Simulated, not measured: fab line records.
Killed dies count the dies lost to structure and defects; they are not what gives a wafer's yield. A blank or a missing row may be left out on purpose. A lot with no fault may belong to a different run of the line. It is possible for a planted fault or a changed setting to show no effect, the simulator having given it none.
fab line records + flow n5_finfet
[record]
- lots = 11
- wafers = 31
- last_day = 18
route steps=1938 shown ZERO_LAYER@13 WELL_APT@29 BEOL_M4@1111 PASSIVATION@1936
lots with no fault: from the same line, run without faults
start_h: the number of hours between the record's first day and the start of the first shown wafer of the lot + wait_h: how many hours have passed since the lot's step before this one + " as in the row above + L1.1+2: a single row standing in for several wafers + - value missing, or start not given + * or withheld: withheld + < > ~ a bound
route shown NAME@n: names a module that has steps shown in the file, with the first one's number in the route + usual: mean/standard deviation of fault-free wafers + same: alike in all rows + chamber/n: place in a boat + sites: per-site readings + _std_site: standard deviation across them + _edge_site: inner sites' mean taken away from outer sites' mean + radius_mm: how far each site lies from the wafer's centre + mask NAME#n: copy n + behind: the tool/chamber that last shaped the wafer + hold: the reason the lot was held/the length of the hold in hours/how it ended + device: the n, p or np transistor that did not switch + end of line: tests of these same wafers at the route's end + where a step has no rows: the recipe by itself + killed: the dies lost at the first sort to structure and to defects; this is not the yield of the wafer + map: a wafer's dies, x killed, . not, _ none there
set.NAME: the setting the step ran with; set.NAME@STEP: the setting that earlier step ran with + model.NAME: the simulator's own value behind a step, which no gauge read
a sample of lots followed through the steps of the route, with each step as a table and each wafer as a row
services: the hour from which a tool's chamber was out of use, counted from the record's first day as start_h (under 0 if before that day), plus the number of hours and why
[[steps]]
[step N5_ZERO_LAYER_CD_MEAS_11]
[recipe]
- target_cd_nm = 2000
- landing_energy_ev = 500
- detector = se_inlens
[usual]
- cd_nm = 1999.1/1.9
| lot.wafer | tool      | chamber | start_h | wait_h | cd_nm  |
|-----------|-----------|---------|---------|--------|--------|
| L305.1    | cd_sem-01 | 0       | 12.66   | -      | 1997.6 |
| L305.4    | "         | 0       | "       | "      | 2001.0 |
| L305.6    | "         | 0       | "       | "      | 2000.7 |
| L307.3    | cd_sem-03 | 0       | 24.64   | -      | 2000.4 |
| L307.4    | "         | 0       | "       | "      | 2003.1 |
| L307.6    | "         | 0       | "       | "      | 2001.2 |
| L308.4    | cd_sem-02 | 0       | 30.67   | -      | 1998.6 |
| L308.5    | "         | 0       | "       | "      | 1997.7 |
| L308.6    | "         | 0       | "       | "      | 2000.2 |
| L309.1    | cd_sem-01 | 0       | 36.77   | -      | 1998.8 |
| L309.3    | "         | 0       | "       | "      | 1998.2 |
| L311.1    | cd_sem-01 | 0       | 48.67   | -      | 1998.7 |
| L311.2    | "         | 0       | "       | "      | 2001.2 |
| L312.3    | cd_sem-01 | 0       | 54.67   | -      | 1999.1 |
| L312.5    | "         | 0       | "       | "      | 2002.7 |
| L312.6    | "         | 0       | "       | "      | 1999.2 |
| L316.2    | cd_sem-03 | 0       | 78.77   | -      | 1996.4 |
| L316.4    | "         | 0       | "       | "      | 1998.1 |
| L316.5    | "         | 0       | "       | "      | 1996.7 |
| L318.2    | cd_sem-02 | 0       | 90.77   | -      | 2001.0 |
| L318.4    | "         | 0       | "       | "      | 1999.4 |
| L318.6    | "         | 0       | "       | "      | 2005.4 |
| L323.2    | cd_sem-01 | 0       | 121.11  | -      | 1994.6 |
| L323.3    | "         | 0       | "       | "      | 1992.8 |
| L323.5    | "         | 0       | "       | "      | 1996.5 |
| L324.1    | cd_sem-03 | 0       | 126.95  | -      | 2000.4 |
| L324.2    | "         | 0       | "       | "      | 2000.4 |
| L324.6    | "         | 0       | "       | "      | 1999.2 |
| L326.1    | cd_sem-01 | 0       | 138.77  | -      | 2000.2 |
| L326.2    | "         | 0       | "       | "      | 1998.2 |
| L326.3    | "         | 0       | "       | "      | 1997.6 |
[step N5_WELL_APT_OVL_MEAS_09]
[recipe]
- points_per_wafer = 44
[usual]
- NWELL_OVL = 4/6.7
| lot.wafer | tool       | chamber | start_h | wait_h | NWELL_OVL[nm] |
|-----------|------------|---------|---------|--------|---------------|
| L305.1    | overlay-02 | 0       | 13.63   | 0.0    | -3            |
| L305.4    | "          | 0       | "       | "      | 6             |
| L305.6    | "          | 0       | "       | "      | 6             |
| L307.3    | overlay-02 | 0       | 25.61   | 0.0    | -5            |
| L307.4    | "          | 0       | "       | "      | 11            |
| L307.6    | "          | 0       | "       | "      | 1             |
| L308.4    | overlay-02 | 0       | 31.61   | 0.0    | 4             |
| L308.5    | "          | 0       | "       | "      | 6             |
| L308.6    | "          | 0       | "       | "      | 5             |
| L309.1    | overlay-01 | 0       | 37.71   | 0.0    | 0             |
| L309.3    | "          | 0       | "       | "      | -5            |
| L311.1    | overlay-02 | 0       | 49.88   | 0.0    | 2             |
| L311.2    | "          | 0       | "       | "      | 4             |
| L312.3    | overlay-02 | 0       | 55.62   | 0.0    | -2            |
| L312.5    | "          | 0       | "       | "      | -2            |
| L312.6    | "          | 0       | "       | "      | -11           |
| L316.2    | overlay-01 | 0       | 79.84   | 0.0    | 1             |
| L316.4    | "          | 0       | "       | "      | 5             |
| L316.5    | "          | 0       | "       | "      | 5             |
| L318.2    | overlay-01 | 0       | 91.71   | 0.0    | -2            |
| L318.4    | "          | 0       | "       | "      | 2             |
| L318.6    | "          | 0       | "       | "      | 1             |
| L323.2    | overlay-02 | 0       | 122.18  | 0.0    | -1            |
| L323.3    | "          | 0       | "       | "      | -6            |
| L323.5    | "          | 0       | "       | "      | -9            |
| L324.1    | overlay-01 | 0       | 128.21  | 0.0    | 2             |
| L324.2    | "          | 0       | "       | "      | 3             |
| L324.6    | "          | 0       | "       | "      | 6             |
| L326.1    | overlay-02 | 0       | 139.96  | 0.0    | 14            |
| L326.2    | "          | 0       | "       | "      | 7             |
| L326.3    | "          | 0       | "       | "      | 14            |
[step N5_WELL_APT_IMPLANT_14]
[recipe]
- species = P
- energy_kev = 160
- dose_cm2 = 1.5e+13
- tilt_deg = 0
- rotation_deg = 0
[usual]
- beam_on_s = 10.00/0.21
- dose_ions_cm2 = 1.4999e+13/1.7e+10
- faraday_current_uA = 190/3.8
- tilt_deg = 0.001/0.022
| lot.wafer | tool         | chamber | start_h | wait_h | beam_on_s | dose_ions_cm2 | faraday_current_uA | tilt_deg |
|-----------|--------------|---------|---------|--------|-----------|---------------|--------------------|----------|
| L305.1    | implanter-01 | 0       | 13.79   | 0.1    | 10.16     | 1.496e+13     | 188                | 0.003    |
| L305.4    | "            | 0       | "       | "      | 10.65     | 1.4986e+13    | 178                | -0.036   |
| L305.6    | "            | 0       | "       | "      | 9.83      | 1.4983e+13    | 194                | 0.001    |
| L307.3    | implanter-01 | 0       | 25.82   | 0.1    | 9.86      | 1.4982e+13    | 193                | 0.029    |
| L307.4    | "            | 0       | "       | "      | 9.62      | 1.5008e+13    | 197                | 0.018    |
| L307.6    | "            | 0       | "       | "      | 10.15     | 1.5007e+13    | 187                | 0.036    |
| L308.4    | implanter-02 | 0       | 32.75   | 0.2    | 10.08     | 1.502e+13     | 190                | 0.001    |
| L308.5    | "            | 0       | "       | "      | 9.97      | 1.5031e+13    | 191                | -0.002   |
| L308.6    | "            | 0       | "       | "      | 9.96      | 1.5011e+13    | 191                | -0.010   |
| L309.1    | implanter-01 | 0       | 37.94   | 0.1    | 9.95      | 1.5013e+13    | 191                | 0.006    |
| L309.3    | "            | 0       | "       | "      | 9.70      | 1.4991e+13    | 196                | 0.002    |
| L311.1    | implanter-02 | 0       | 50.04   | 0.1    | 10.19     | 1.5018e+13    | 187                | 0.012    |
| L311.2    | "            | 0       | "       | "      | 9.99      | 1.5002e+13    | 190                | 0.013    |
| L312.3    | implanter-02 | 0       | 56.07   | 0.1    | 10.03     | 1.5e+13       | 189                | 0.021    |
| L312.5    | "            | 0       | "       | "      | 9.82      | 1.5023e+13    | 195                | 0.023    |
| L312.6    | "            | 0       | "       | "      | 9.50      | 1.4976e+13    | 200                | 0.011    |
| L316.2    | implanter-02 | 0       | 80.07   | 0.1    | 10.12     | 1.4978e+13    | 189                | 0.052    |
| L316.4    | "            | 0       | "       | "      | 9.77      | 1.499e+13     | 195                | 0.039    |
| L316.5    | "            | 0       | "       | "      | 9.74      | 1.5009e+13    | 195                | 0.028    |
| L318.2    | implanter-02 | 0       | 91.90   | 0.1    | 9.72      | 1.6208e+13    | 212                | -0.023   |
| L318.4    | "            | 0       | "       | "      | 9.93      | 1.6225e+13    | 207                | 0.019    |
| L318.6    | "            | 0       | "       | "      | 9.62      | 1.6224e+13    | 213                | -0.034   |
| L323.2    | implanter-01 | 0       | 122.37  | 0.1    | 9.79      | 1.4988e+13    | 195                | -0.005   |
| L323.3    | "            | 0       | "       | "      | 9.77      | 1.5013e+13    | 195                | 0.000    |
| L323.5    | "            | 0       | "       | "      | 10.29     | 1.4987e+13    | 186                | -0.026   |
| L324.1    | implanter-02 | 0       | 128.37  | 0.1    | 9.98      | 1.6214e+13    | 206                | -0.022   |
| L324.2    | "            | 0       | "       | "      | 9.91      | 1.6208e+13    | 208                | -0.016   |
| L324.6    | "            | 0       | "       | "      | 10.24     | 1.6181e+13    | 201                | -0.014   |
| L326.1    | implanter-01 | 0       | 140.13  | 0.1    | 10.24     | 1.5027e+13    | 186                | -0.009   |
| L326.2    | "            | 0       | "       | "      | 9.77      | 1.503e+13     | 195                | 0.033    |
| L326.3    | "            | 0       | "       | "      | 9.95      | 1.5004e+13    | 191                | -0.002   |
[step N5_WELL_APT_EPI_41]
[recipe]
- material = Si
- target_thk_a = 500
- temp_c = 650
- precursor = SiH4/H2
- pressure_torr = 20
- time_s = 297.7
[usual]
- throttle_valve_pct = 11.78/0.3
[same]
- time_s = 297.7
| lot.wafer | tool         | chamber | start_h | wait_h | throttle_valve_pct |
|-----------|--------------|---------|---------|--------|--------------------|
| L305.1    | epi_rpcvd-03 | 0       | 16.03   | 0.0    | 11.40              |
| L305.4    | "            | 0       | "       | "      | 11.42              |
| L305.6    | "            | 0       | "       | "      | 11.38              |
| L307.3    | epi_rpcvd-02 | 0       | 28.91   | 0.2    | 11.72              |
| L307.4    | "            | 0       | "       | "      | 11.87              |
| L307.6    | "            | 0       | "       | "      | 11.53              |
| L308.4    | epi_rpcvd-01 | 0       | 35.66   | 0.4    | 12.12              |
| L308.5    | "            | 0       | "       | "      | 12.02              |
| L308.6    | "            | 0       | "       | "      | 11.99              |
| L309.1    | epi_rpcvd-02 | 0       | 40.09   | 0.0    | 11.65              |
| L309.3    | "            | 0       | "       | "      | 11.84              |
| L311.1    | epi_rpcvd-03 | 0       | 52.48   | 0.0    | 11.62              |
| L311.2    | "            | 0       | "       | "      | 11.22              |
| L312.3    | epi_rpcvd-02 | 0       | 58.28   | 0.2    | 12.03              |
| L312.5    | "            | 0       | "       | "      | 11.85              |
| L312.6    | "            | 0       | "       | "      | 11.67              |
| L316.2    | epi_rpcvd-03 | 0       | 82.65   | 0.1    | 11.39              |
| L316.4    | "            | 0       | "       | "      | 11.61              |
| L316.5    | "            | 0       | "       | "      | 11.54              |
| L318.2    | epi_rpcvd-01 | 0       | 94.31   | 0.2    | 12.06              |
| L318.4    | "            | 0       | "       | "      | 12.21              |
| L318.6    | "            | 0       | "       | "      | 12.00              |
| L323.2    | epi_rpcvd-02 | 0       | 124.66  | 0.1    | 11.57              |
| L323.3    | "            | 0       | "       | "      | 11.77              |
| L323.5    | "            | 0       | "       | "      | 11.69              |
| L324.1    | epi_rpcvd-01 | 0       | 130.69  | 0.0    | 12.00              |
| L324.2    | "            | 0       | "       | "      | 11.75              |
| L324.6    | "            | 0       | "       | "      | 12.04              |
| L326.1    | epi_rpcvd-02 | 0       | 142.17  | 0.0    | 11.63              |
| L326.2    | "            | 0       | "       | "      | 11.65              |
| L326.3    | "            | 0       | "       | "      | 12.01              |
[step N5_BEOL_M4_RC_MEAS_101]
[usual]
- DIBL_N = 36.4/1.9
- DIBL_P = 35.8/2.1
- IOFF_N = 0.158/0.029
- IOFF_P = 0.21/0.035
- ION_N = 676/14
- ION_P = 465/9.7
- RS_NWELL = 1038/6.5
- SS_N = 71.5/0.66
- SS_P = 73.4/0.7
- VT_N = 249.8/3
- VT_P = -250/3.3
| lot.wafer | tool      | chamber | start_h | wait_h | DIBL_N[mV/V] | DIBL_P[mV/V] | IOFF_N[nA/um] | IOFF_P[nA/um] | ION_N[uA/um] | ION_P[uA/um] | RS_NWELL[ohm/sq] | SS_N[mV/dec] | SS_P[mV/dec] | VT_N[mV] | VT_P[mV] |
|-----------|-----------|---------|---------|--------|--------------|--------------|---------------|---------------|--------------|--------------|------------------|--------------|--------------|----------|----------|
| L305.1    | prober-01 | 0       | 202.33  | 0.0    | 38.5         | 39.9         | 0.219         | 0.27          | 677          | 463          | 1039             | 71.9         | 75.0         | 242.7    | -249     |
| L305.4    | "         | 0       | "       | "      | 37.8         | 36.8         | 0.196         | 0.21          | 677          | 455          | 1034             | 72.8         | 73.8         | 249.7    | -251     |
| L305.6    | "         | 0       | "       | "      | 37.9         | 37.4         | 0.190         | 0.21          | 665          | 452          | 1037             | 72.8         | 74.1         | 250.0    | -253     |
| L307.3    | prober-02 | 0       | 202.43  | 0.3    | 38.1         | 37.1         | 0.194         | 0.26          | 698          | 479          | 1041             | 71.5         | 73.5         | 243.8    | -245     |
| L307.4    | "         | 0       | "       | "      | 37.7         | 36.5         | 0.180         | 0.25          | 703          | 489          | 1033             | 71.7         | 73.9         | 246.4    | -247     |
| L307.6    | "         | 0       | "       | "      | 35.1         | 33.8         | 0.139         | 0.21          | 691          | 482          | 1043             | 70.8         | 72.7         | 249.2    | -247     |
| L308.4    | prober-01 | 0       | 209.79  | 0.5    | 37.6         | 38.6         | 0.163         | 0.19          | 661          | 446          | 1037             | 70.9         | 73.8         | 250.5    | -253     |
| L308.5    | "         | 0       | "       | "      | 35.9         | 36.5         | 0.137         | 0.17          | 650          | 443          | 1036             | 71.0         | 73.6         | 253.8    | -256     |
| L308.6    | "         | 0       | "       | "      | 36.8         | 36.9         | 0.157         | 0.17          | 659          | 446          | 1029             | 71.7         | 73.1         | 250.6    | -257     |
| L309.1    | prober-02 | 0       | 211.23  | 0.3    | 38.7         | 39.5         | 0.200         | 0.23          | 693          | 465          | 1041             | 72.1         | 74.2         | 246.4    | -250     |
| L309.3    | "         | 0       | "       | "      | 37.0         | 37.7         | 0.170         | 0.21          | 694          | 473          | 1048             | 71.2         | 73.7         | 248.1    | -253     |
| L311.1    | prober-02 | 0       | 233.13  | 0.0    | 37.6         | 35.5         | 0.155         | 0.22          | 688          | 474          | 1043             | 70.3         | 73.1         | 249.2    | -248     |
| L311.2    | "         | 0       | "       | "      | 38.4         | 36.2         | 0.171         | 0.22          | 690          | 471          | 1047             | 71.1         | 73.4         | 250.3    | -246     |
| L312.3    | prober-01 | 0       | 233.73  | 0.3    | 37.8         | 37.2         | 0.177         | 0.26          | 676          | 473          | 1038             | 71.2         | 73.9         | 248.1    | -248     |
| L312.5    | "         | 0       | "       | "      | 37.5         | 37.2         | 0.171         | 0.26          | 676          | 471          | 1050             | 71.5         | 74.0         | 248.2    | -246     |
| L312.6    | "         | 0       | "       | "      | 35.5         | 34.2         | 0.135         | 0.20          | 667          | 465          | 1041             | 70.9         | 73.1         | 252.9    | -250     |
| L316.2    | prober-01 | 0       | 261.57  | 0.2    | 38.9         | 37.3         | 0.190         | 0.27          | 707          | 484          | 1039             | 71.1         | 73.9         | 243.9    | -243     |
| L316.4    | "         | 0       | "       | "      | 38.0         | 35.8         | 0.161         | 0.22          | 687          | 470          | 1034             | 71.3         | 73.3         | 248.4    | -249     |
| L316.5    | "         | 0       | "       | "      | 41.7         | 40.5         | 0.228         | 0.31          | 708          | 482          | 1035             | 72.0         | 74.9         | 242.3    | -244     |
| L318.2    | prober-01 | 0       | 286.32  | 0.2    | 36.3         | 36.4         | 0.150         | 0.20          | 664          | 454          | 996              | 71.9         | 73.8         | 249.2    | -253     |
| L318.4    | "         | 0       | "       | "      | 35.3         | 35.0         | 0.140         | 0.18          | 671          | 454          | 998              | 71.2         | 72.8         | 251.6    | -254     |
| L318.6    | "         | 0       | "       | "      | 37.1         | 36.8         | 0.162         | 0.21          | 683          | 460          | 994              | 71.9         | 73.5         | 251.9    | -253     |
| L323.2    | prober-02 | 0       | 306.54  | 0.3    | 35.8         | 34.8         | 0.155         | 0.21          | 671          | 469          | 1046             | 71.1         | 73.4         | 250.0    | -249     |
| L323.3    | "         | 0       | "       | "      | 35.2         | 34.1         | 0.142         | 0.19          | 666          | 459          | 1035             | 71.3         | 73.4         | 251.1    | -248     |
| L323.5    | "         | 0       | "       | "      | 34.1         | 31.6         | 0.117         | 0.16          | 656          | 448          | 1034             | 71.0         | 72.0         | 250.5    | -251     |
| L324.1    | prober-02 | 0       | 324.59  | 0.0    | 37.4         | 37.4         | 0.166         | 0.20          | 686          | 465          | 1000             | 72.2         | 73.7         | 249.1    | -254     |
| L324.2    | "         | 0       | "       | "      | 34.5         | 32.9         | 0.117         | 0.15          | 664          | 452          | 993              | 71.0         | 72.8         | 253.6    | -256     |
| L324.6    | "         | 0       | "       | "      | 38.1         | 38.2         | 0.185         | 0.22          | 688          | 465          | 998              | 71.3         | 73.6         | 248.7    | -253     |
| L326.1    | prober-01 | 0       | 329.04  | 0.0    | 36.4         | 37.0         | 0.159         | 0.23          | 691          | 473          | 1032             | 70.7         | 73.3         | 250.1    | -250     |
| L326.2    | "         | 0       | "       | "      | 37.4         | 37.0         | 0.168         | 0.22          | 676          | 466          | 1041             | 71.6         | 73.9         | 248.1    | -250     |
| L326.3    | "         | 0       | "       | "      | 35.7         | 35.5         | 0.139         | 0.21          | 679          | 472          | 1032             | 71.5         | 73.3         | 253.4    | -250     |
[step N5_PASSIVATION_PROBE_49]
[usual]
- defect_limited_yield = 91.3/1.3
- killed_at_M0_to_M3 = 34/9.1
- killed_at_M4_up = 14/5.6
- killed_at_contacts = 13/5.9
- killed_at_front_end = 39/11
- killed_at_other = 3.6/3
- killed_dies = 102/16
- killed_open = 68/12
- killed_short = 33/7.3
- sort_bin_5_function = 5.2/0.89
- sort_bin_6_memory = 3.2/0.68
- sort_n_pass = 1078/16
- sort_yield_pct = 91.3/1.3
[same]
- gross_dies = 1180
- killed_at_back_side = 0
- sort_bin_4_leakage[%] = 0
- sort_bin_8_speed[%] = 0
| lot.wafer | tool      | chamber | start_h | wait_h | defect_limited_yield[%] | killed_at_M0_to_M3 | killed_at_M4_up | killed_at_contacts | killed_at_front_end | killed_at_other | killed_dies | killed_open | killed_short | sort_bin_5_function[%] | sort_bin_6_memory[%] | sort_n_pass | sort_yield_pct[%] |
|-----------|-----------|---------|---------|--------|-------------------------|--------------------|-----------------|--------------------|---------------------|-----------------|-------------|-------------|--------------|------------------------|----------------------|-------------|-------------------|
| L312.3    | prober-01 | -       | 334.15  | 0.1    | 92.3                    | 30                 | 12              | 4                  | 39                  | 6               | 91          | 52          | 38           | 4.4                    | 3.1                  | 1089        | 92.3              |
| L312.5    | prober-01 | -       | 334.25  | 0.2    | 90.3                    | 32                 | 17              | 17                 | 48                  | 1               | 115         | 76          | 39           | 5.0                    | 4.2                  | 1065        | 90.3              |
| L312.6    | prober-01 | -       | 334.30  | 0.3    | 93.5                    | 27                 | 14              | 4                  | 32                  | 0               | 77          | 56          | 21           | 3.9                    | 2.5                  | 1103        | 93.5              |
| L316.2    | prober-01 | -       | 368.37  | 0.1    | 91.1                    | 29                 | 18              | 15                 | 42                  | 1               | 105         | 67          | 36           | 6.1                    | 2.5                  | 1075        | 91.1              |
| L316.4    | prober-01 | -       | 368.47  | 0.2    | 89.2                    | 32                 | 34              | 15                 | 45                  | 2               | 128         | 86          | 33           | 6.5                    | 3.5                  | 1052        | 89.2              |
| L316.5    | prober-01 | -       | 368.52  | 0.2    | 90.1                    | 25                 | 28              | 27                 | 34                  | 3               | 117         | 87          | 29           | 6.0                    | 3.6                  | 1063        | 90.1              |
| L318.2    | prober-02 | -       | 399.18  | 0.1    | 90.1                    | 40                 | 7               | 20                 | 36                  | 14              | 117         | 80          | 36           | 5.6                    | 4.0                  | 1063        | 90.1              |
| L318.4    | prober-02 | -       | 399.28  | 0.2    | 93.1                    | 25                 | 8               | 12                 | 33                  | 4               | 82          | 46          | 31           | 3.3                    | 3.1                  | 1098        | 93.1              |
| L318.6    | prober-02 | -       | 399.38  | 0.3    | 91.9                    | 43                 | 18              | 11                 | 20                  | 4               | 96          | 58          | 36           | 4.5                    | 3.1                  | 1084        | 91.9              |
// killed by level:class
L312.3 STI_FIN_REVEAL:geometric_particle:open=16 BEOL_M0_SAQP:geometric_particle:short=12 BEOL_M0_SAQP:geometric_particle:open=6 BEOL_M2:geometric_particle:open=6 STI_FIN_REVEAL:geometric_particle:short=4 GATE_CUT:geometric_particle:short=4 MOL_CONTACT_COAG:geometric_particle:open=4 BEOL_M2:geometric_particle:short=4
L312.5 STI_FIN_REVEAL:geometric_particle:open=15 MOL_CONTACT_COAG:geometric_particle:open=15 BEOL_M0_SAQP:geometric_particle:open=11 STI_FIN_REVEAL:geometric_particle:short=7 BEOL_M2:geometric_particle:short=7 FIN_SAQP:geometric_particle:open=6 BEOL_M2:geometric_particle:open=6 BEOL_M5:geometric_particle:open=5
L312.6 STI_FIN_REVEAL:geometric_particle:open=15 BEOL_M0_SAQP:geometric_particle:short=11 DUMMY_GATE:geometric_particle:open=8 BEOL_M4:geometric_particle:open=6 BEOL_M2:geometric_particle:open=4 MOL_CONTACT_COAG:geometric_particle:open=4 BEOL_M0_SAQP:geometric_particle:open=4 BEOL_M6:geometric_particle:open=3
L316.2 FIN_SAQP:geometric_particle:open=14 MOL_CONTACT_COAG:geometric_particle:open=8 BEOL_M3:geometric_particle:open=7 MOL_CONTACT_COAG:geometric_particle:short=7 BEOL_M4:geometric_particle:open=7 FIN_SAQP:geometric_particle:short=6 STI_FIN_REVEAL:geometric_particle:open=5 BEOL_M2:geometric_particle:open=5
L316.4 BEOL_M4:geometric_particle:open=21 MOL_CONTACT_COAG:geometric_particle:open=13 BEOL_M0_SAQP:geometric_particle:short=10 FIN_SAQP:geometric_particle:open=9 STI_FIN_REVEAL:geometric_particle:open=9 HKMG_FIN:area_etch=8 BEOL_M4:geometric_particle:short=7 BEOL_M3:geometric_particle:open=6
L316.5 MOL_CONTACT_COAG:geometric_particle:open=22 BEOL_M4:geometric_particle:open=19 FIN_SAQP:geometric_particle:open=12 FIN_SAQP:geometric_particle:short=10 BEOL_M0_SAQP:geometric_particle:open=6 BEOL_M2:geometric_particle:open=6 STI_FIN_REVEAL:geometric_particle:open=5 MOL_CONTACT_COAG:geometric_particle:short=5
L318.2 MOL_CONTACT_COAG:geometric_particle:open=17 BEOL_M0_SAQP:geometric_particle:open=11 BEOL_M0_SAQP:geometric_particle:short=10 BEOL_M2:geometric_particle:open=10 STARTING-WAFER:geometric_particle:open=8 FIN_SAQP:geometric_particle:open=5 FIN_SAQP:geometric_particle:short=4 BEOL_M3:geometric_particle:open=4
L318.4 MOL_CONTACT_COAG:geometric_particle:open=10 FIN_SAQP:geometric_particle:short=6 BEOL_M0_SAQP:geometric_particle:open=6 HKMG_FIN:area_etch=5 BEOL_M0_SAQP:geometric_particle:short=4 BEOL_M1:geometric_particle:open=4 BEOL_M3:geometric_particle:open=4 FIN_SAQP:geometric_particle:open=3
L318.6 BEOL_M0_SAQP:geometric_particle:short=17 MOL_CONTACT_COAG:geometric_particle:open=10 BEOL_M0_SAQP:geometric_particle:open=10 FIN_SAQP:geometric_particle:open=6 BEOL_M1:geometric_particle:open=5 BEOL_M6:geometric_particle:open=4 DUMMY_GATE:geometric_particle:open=3 BEOL_M1:geometric_particle:short=3
[[services]]
| tool         | chamber | start_h | hours | kind   |
|--------------|---------|---------|-------|--------|
| epi_rpcvd-03 | -       | 10.75   | 0.9   | repair |
| implanter-01 | -       | 42.86   | 1.3   | repair |
| implanter-01 | -       | 63.85   | 4.1   | repair |
| epi_rpcvd-03 | -       | 70.03   | 1.4   | repair |
| epi_rpcvd-03 | -       | 77.28   | 2.8   | pm     |
| implanter-01 | -       | 125.97  | 12.2  | pm     |
[[key]]
[first_sign]
- step = N5_WELL_APT_IMPLANT_14
- reading = dose_ions_cm2
- direction = up
- sigmas = 70
- usual = 1.4999e+13
- struck = 1.621e+13
[effect]
- step = N5_WELL_APT_IMPLANT_14
- reading = faraday_current_uA
- direction = up
- sigmas = 4.6
- usual = 190
- struck = 208
[effect]
- step = N5_BEOL_M4_RC_MEAS_101
- reading = RS_NWELL
- direction = down
- sigmas = 6.4
- usual = 1038
- struck = 997
met_at N5_WELL_APT_IMPLANT_14
struck_lots L318,L324
not_acting_at N5_ZERO_LAYER_CD_MEAS_11,N5_WELL_APT_OVL_MEAS_09,N5_WELL_APT_EPI_41
onset_between 80.07 91.90
[fault]
- kind = process_parameter_drift
- tool = implanter-02
- chamber = -
- onset_h = 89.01
- steps = N5_WELL_APT_IMPLANT_14
- channel = dose_cm2
- offset = 1.2035e+12
- shape = step
- end_h = 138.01
- acts_in = these_recipes_only
- stated = 1.5e+13
